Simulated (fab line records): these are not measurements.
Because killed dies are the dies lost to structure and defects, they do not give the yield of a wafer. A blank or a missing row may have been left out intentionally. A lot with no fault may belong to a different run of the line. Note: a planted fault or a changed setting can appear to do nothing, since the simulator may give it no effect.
Chamber matching ; flow nand-harc ; cmp-02 running NHARC_A_BLC_CMP_25: 4 sister chambers
The step polishes, t overpolish 30 s, target thk 150 nm. 8 wafers are shown with their chamber, then 9 later ones without.

== EACH WAFER AND ITS CHAMBER ==
wafer;chamber;motor-current-A (A);time-to-endpoint-s (s)
L081.1;3;11.9;25.9
L083.3;2;11.2;29.0
L083.6;1;13.6;31.8
L086.5;0;11.8;28.5
L086.6;1;13.0;34.2
L087.2;2;11.7;29.6
L087.3;0;11.4;30.4
L087.4;3;12.3;25.7

== WAFERS WHOSE CHAMBER IS MISSING ==
wafer;motor-current-A (A);time-to-endpoint-s (s)
L090.1;11.3;29.1
L090.4;12.0;28.9
L090.5;11.9;29.9
L093.3;12.3;29.3
L093.4;14.6;33.9
L093.5;10.9;28.9
L096.1;13.7;29.2
L096.3;11.9;26.0
L096.6;11.6;22.5

== WHICH CHAMBER EACH ONE RAN IN ==
wafer;from the rows above;in truth
L090.1;can't be placed: 2 or 0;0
L090.4;can't be placed: 0 or 2 or 3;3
L090.5;can't be placed: 0 or 2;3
L093.3;can't be placed: 0 or 2 or 3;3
L093.4;1;1
L093.5;can't be placed: 2 or 0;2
L096.1;can't be placed: 1 or 3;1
L096.3;3;3
L096.6;3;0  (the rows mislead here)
Correctly placed: 2 of 9. These rows do not allow placing 6 (true chamber among the candidates in 5). Wrongly placed: 1.
How it was worked out, from the rows above alone: a wafer's distance from a chamber is the root of the sum, over the readings, of the square of ((its reading less the chamber's mean) divided by the reading's scatter). The wafer belongs to the nearest chamber; if the next one is less than 2 further off, it can't be placed. Each chamber's mean is taken over the wafers shown for it. The scatter is the square root of a quotient: the sum, over the shown wafers, of each reading's squared deviation from its chamber's mean, divided by wafers minus chambers.
